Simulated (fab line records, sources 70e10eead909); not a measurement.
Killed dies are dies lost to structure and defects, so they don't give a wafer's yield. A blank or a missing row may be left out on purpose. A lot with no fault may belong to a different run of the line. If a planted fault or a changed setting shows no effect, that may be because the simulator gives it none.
Which tool was responsible? ; flow nand-harc ; 6 lots with 17 wafers sampled at 5 steps, on a route of 1302 steps

WHAT EACH GAUGE READ, for each wafer
NHARC_END_SORT_01.
lot;measured;on;killed-short
L951;day 27 20:25;prober-02;1
L961;day 32 19:04;prober-01;4 1 2
L964;day 32 07:11;prober-01;4 2 1

WHICH TOOL RAN EACH LOT (tool, then ch and the chambers of the sampled wafers, then the start)
lot;NHARC_A_STAIRCASE_STRIP_238;NHARC_A_STAIRCASE_STRIP_254;NHARC_A_STAIRCASE_ETCH_273;NHARC_A_STAIRCASE_DESCUM_291
L951;plasma-asher-02 ch 0,1, day 19 09:49;plasma-asher-01 ch 0, day 19 11:23;rie-diel-02 ch 1,2, day 19 22:55 or earlier;rie-diel-06 ch 1,3, day 19 22:55
L957;plasma-asher-02 ch 0,1, day 22 06:13;plasma-asher-01 ch 0,1, day 22 07:55;rie-diel-04 ch 1,2,3, day 22 19:58 or earlier;rie-diel-02 ch 0,1,2, day 22 19:58
L960;plasma-asher-01 ch 0,1, day 22 14:43;plasma-asher-02 ch 0,1, day 22 16:17;rie-diel-04 ch 0,1,3, day 23 08:49 or earlier;rie-diel-02 ch 0,1,2, day 23 08:49
L961;plasma-asher-01 ch 0,1, day 23 23:23;plasma-asher-01 ch 0,1, day 24 01:05;rie-diel-04 ch 1,2, day 24 13:41 or earlier;rie-diel-06 ch 1,2, day 24 13:41
L964;plasma-asher-01 ch 0,1, day 24 08:52;plasma-asher-02 ch 0,1, day 24 10:33;rie-diel-04 ch 0,3, day 24 20:58 or earlier;rie-diel-06 ch 1,2,3, day 24 20:58
L967;plasma-asher-02 ch 1, day 25 18:51;plasma-asher-01 ch 0,1, day 25 20:33;rie-diel-02 ch 1,2,3, day 26 17:56 or earlier;rie-diel-04 ch 0,1, day 26 17:56
- NHARC_A_STAIRCASE_STRIP_238: strips in O2.
- NHARC_A_STAIRCASE_STRIP_254: strips in O2.
- NHARC_A_STAIRCASE_ETCH_273: etches the open film in C4F8/O2/Ar, target depth 10200 nm, time 2468.6 s.
- NHARC_A_STAIRCASE_DESCUM_291: chemistry O2, time 3 s.

THE ANSWER, worked out from the rows above alone
Rule: the usual values come from the lots themselves. The widest of any qualifying gaps counts: lots, ordered by their means at a reading, are off when they make up no more than a third of the lots, leave a main group of 4 or more, and stand apart from it by 3 or more times the standard deviation of that group's means. A main group is skipped when, at the precision printed for the reading in the tables above, its means are all equal. Also off: a lot with no number at a reading for which 4 or more lots have one. Any other lot the step has rows for is counted as sound.
Across all readings shown, no lot is off: no conclusion can be drawn from this.

WHAT THE SIMULATOR PUT IN
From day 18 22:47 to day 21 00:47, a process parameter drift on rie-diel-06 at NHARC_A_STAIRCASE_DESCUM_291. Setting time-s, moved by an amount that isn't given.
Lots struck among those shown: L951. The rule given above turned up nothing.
